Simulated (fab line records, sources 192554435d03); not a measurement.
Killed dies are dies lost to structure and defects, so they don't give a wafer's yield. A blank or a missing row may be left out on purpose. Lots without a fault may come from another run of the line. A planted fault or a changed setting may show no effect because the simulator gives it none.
Split-lot experiment | flow n5_finfet | 7 lots, 39 wafers read, on a route of 1938 steps

THE SPLIT
At N5_SD_EPI_P_EPI_21 (deposits SiGe:B, time 355 s), the setting temp_c was moved away from the recipe's 550 C on 18 of the 39 wafers read, by +0.3% to +0.5%. The other wafers ran this setting at the recipe's value.

FROM THE SPLIT TO THE READING: what the file shows between them, 1 step
- N5_SD_EPI_P_EPI_MEAS_23

THE READING
SiGe-B_of_SD_EPI_P_EPI_21.thk_nm (the simulator's own value, which no gauge read), in nm, at N5_SD_EPI_P_HM_STRIP_48 (strips SiNx in H3PO4, material SiNx, target depth 3 nm). The file gives no usual value for it. The 21 wafers here that ran the recipe average 60.4 nm, standard deviation 0.72 nm.

wafer  | tool, chamber at the split | temp_c as run, C | against the recipe | SiGe-B_of_SD_EPI_P_EPI_21.thk_nm, nm | against lot-mates on the recipe
L078.1 | epi_rpcvd-04, 0            | 550              | recipe             | 60.2                                 | -
L078.2 | epi_rpcvd-04, 0            | 550              | recipe             | 61.4                                 | -
L078.3 | epi_rpcvd-04, 0            | 551.5            | +0.3%              | 62.6                                 | +1.8
L078.4 | epi_rpcvd-04, 0            | 550              | recipe             | 60.8                                 | -
L078.5 | epi_rpcvd-04, 0            | 551.5            | +0.3%              | 62.8                                 | +2.0
L078.6 | epi_rpcvd-04, 0            | 551.5            | +0.3%              | 63.2                                 | +2.4
L079.1 | epi_rpcvd-01, 0            | 552.8            | +0.5%              | 64.2                                 | +3.2
L079.2 | epi_rpcvd-01, 0            | 552.8            | +0.5%              | 65.8                                 | +4.8
L079.3 | epi_rpcvd-01, 0            | 550              | recipe             | 60.2                                 | -
L079.4 | epi_rpcvd-01, 0            | 550              | recipe             | 61.4                                 | -
L079.6 | epi_rpcvd-01, 0            | 550              | recipe             | 61.4                                 | -
L079.5 | epi_rpcvd-01, 0            | 552.8            | +0.5%              | 65.4                                 | +4.4
L084.3 | epi_rpcvd-01, 0            | 550              | recipe             | 60.4                                 | -
L084.5 | epi_rpcvd-01, 0            | 550              | recipe             | 61                                   | -
L084.6 | epi_rpcvd-01, 0            | 550              | recipe             | 60.8                                 | -
L093.1 | epi_rpcvd-02, 0            | 550              | recipe             | 60.4                                 | -
L093.2 | epi_rpcvd-02, 0            | 552.1            | +0.4%              | 63.4                                 | +3.5
L093.3 | epi_rpcvd-02, 0            | 552.1            | +0.4%              | 62.8                                 | +2.9
L093.4 | epi_rpcvd-02, 0            | 552.1            | +0.4%              | 63.2                                 | +3.3
L093.5 | epi_rpcvd-02, 0            | 550              | recipe             | 59.8                                 | -
L093.6 | epi_rpcvd-02, 0            | 550              | recipe             | 59.4                                 | -
L094.1 | epi_rpcvd-01, 0            | 550              | recipe             | 61.2                                 | -
L094.6 | epi_rpcvd-01, 0            | 550              | recipe             | 61.2                                 | -
L094.2 | epi_rpcvd-01, 0            | 552.1            | +0.4%              | 64.6                                 | +3.6
L094.5 | epi_rpcvd-01, 0            | 552.1            | +0.4%              | 64.6                                 | +3.6
L094.3 | epi_rpcvd-01, 0            | 552.1            | +0.4%              | 63.8                                 | +2.8
L094.4 | epi_rpcvd-01, 0            | 550              | recipe             | 60.6                                 | -
L095.1 | epi_rpcvd-04, 0            | 552.2            | +0.4%              | 63                                   | +3.1
L095.2 | epi_rpcvd-04, 0            | 552.2            | +0.4%              | 62.6                                 | +2.7
L095.3 | epi_rpcvd-04, 0            | 550              | recipe             | 59.8                                 | -
L095.4 | epi_rpcvd-04, 0            | 550              | recipe             | 59.8                                 | -
L095.5 | epi_rpcvd-04, 0            | 550              | recipe             | 60                                   | -
L095.6 | epi_rpcvd-04, 0            | 552.2            | +0.4%              | 62.8                                 | +2.9
L096.1 | epi_rpcvd-02, 0            | 551.6            | +0.3%              | 62.4                                 | +3.1
L096.2 | epi_rpcvd-02, 0            | 550              | recipe             | 59.4                                 | -
L096.5 | epi_rpcvd-02, 0            | 550              | recipe             | 59.4                                 | -
L096.3 | epi_rpcvd-02, 0            | 551.6            | +0.3%              | 62                                   | +2.7
L096.4 | epi_rpcvd-02, 0            | 551.6            | +0.3%              | 62                                   | +2.7
L096.6 | epi_rpcvd-02, 0            | 550              | recipe             | 59.2                                 | -

THE FIT
A straight line over all 39 wafers: SiGe-B_of_SD_EPI_P_EPI_21.thk_nm changes by +8.31 nm for each +1% of temp_c; r = +0.91; the points scatter about the line by 0.74 nm.
The same after taking each lot's own level away (the mean of its wafers on the recipe; 39 wafers): +8.22 nm for each +1%; r = +0.97; scatter 0.41 nm.
On that fit, the largest move of temp_c shifts the reading by 4.2 nm.
The lots' own levels span 59.33 to 61.00 nm, that is 2.3 times the standard deviation above.
So the lot-to-lot level changes the slope little: the two slopes agree.
Check: with one of the wafers moved furthest among these (+0.5%) left out of the fit, the line predicts +4.31 nm for it against its lot-mates. It came out at +3.2 nm against them.

OTHER SPLITS ON THESE WAFERS
These wafers also went through other splits before the reading. Each is held against what the fit with the lots' levels taken away leaves over:
other split on the same wafers | wafers away from the commonest value | r with SiGe-B_of_SD_EPI_P_EPI_21.thk_nm (lot level and that fit taken away)
N5_DUMMY_GATE_ETCH_32 time_s   | 18                                   | -0.02
N5_SD_EPI_N_EPI_21 time_s      | 18                                   | -0.06

THE WHOLE CHAIN: every reading that the file lists as answering this split, in the file's order
step                    | what it does                                           | reading                                                                           | change (the file's fit)              | r (the file's)
N5_SD_EPI_P_EPI_21      | deposits SiGe:B, time 355 s                            | SiGe-B_of_SD_EPI_P_EPI_21.thk_nm (the simulator's own value, which no gauge read) | +8.32 nm for each +1% of the setting | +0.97
N5_SD_EPI_P_EPI_MEAS_23 |                                                        | thk_nm                                                                            | withheld for each +1% of the setting | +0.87
N5_SD_EPI_P_HM_STRIP_48 | strips SiNx in H3PO4, material SiNx, target depth 3 nm | SiGe-B_of_SD_EPI_P_EPI_21.thk_nm (the simulator's own value, which no gauge read) | +8.25 nm for each +1% of the setting | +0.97

THE FILE'S OWN FIT
SiGe-B_of_SD_EPI_P_EPI_21.thk_nm changes by +8.25 nm for each +1% of temp_c, r = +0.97.
